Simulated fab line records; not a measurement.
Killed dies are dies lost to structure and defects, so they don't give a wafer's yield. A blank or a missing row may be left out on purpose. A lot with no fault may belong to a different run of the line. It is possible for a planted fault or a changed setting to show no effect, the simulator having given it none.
Chamber matching / flow nand_harc / rie_diel-02 running NHARC_A_STAIRCASE_ETCH_292: 4 sister chambers
The step etches the open film in CF4/CHF3. 4 wafers are shown with their chamber, then 7 later ones without.

## EACH WAFER AND ITS CHAMBER
wafer=L078.6; chamber=1; showerhead_plenum_p_Torr (Torr)=1.57
wafer=L083.3; chamber=2; showerhead_plenum_p_Torr (Torr)=1.52
wafer=L089.3; chamber=0; showerhead_plenum_p_Torr (Torr)=1.66
wafer=L089.5; chamber=3; showerhead_plenum_p_Torr (Torr)=1.68

## WAFERS WITHOUT THEIR CHAMBER
wafer=L089.6; showerhead_plenum_p_Torr (Torr)=1.66
wafer=L091.4; showerhead_plenum_p_Torr (Torr)=1.51
wafer=L091.5; showerhead_plenum_p_Torr (Torr)=1.66
wafer=L091.6; showerhead_plenum_p_Torr (Torr)=1.56
wafer=L096.1; showerhead_plenum_p_Torr (Torr)=1.67
wafer=L096.4; showerhead_plenum_p_Torr (Torr)=1.56
wafer=L096.6; showerhead_plenum_p_Torr (Torr)=1.67

## WHICH CHAMBER EACH WENT THROUGH
wafer=L089.6; from the rows above=0; in truth=0
wafer=L091.4; from the rows above=2; in truth=2
wafer=L091.5; from the rows above=0; in truth=0
wafer=L091.6; from the rows above=1; in truth=1
wafer=L096.1; from the rows above=can't be placed: 0 or 3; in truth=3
wafer=L096.4; from the rows above=1; in truth=1
wafer=L096.6; from the rows above=can't be placed: 0 or 3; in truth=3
Correct placement for 5 of the 7. Not placeable from these rows: 2 (in 2, the candidates include the true chamber). Placed wrongly: 0.
How it was worked out, from the rows above alone: a wafer's distance from a chamber is the root of the sum, over the readings, of the square of ((its reading less the chamber's mean) divided by the reading's scatter). The wafer belongs to the nearest chamber; if the next one is less than 2 further off, it can't be placed. For every chamber, the mean is computed from those of its wafers that are shown. The scatter: with one shown wafer a chamber, the root of the mean of the squares of how far each hidden wafer lies from its nearest shown one.
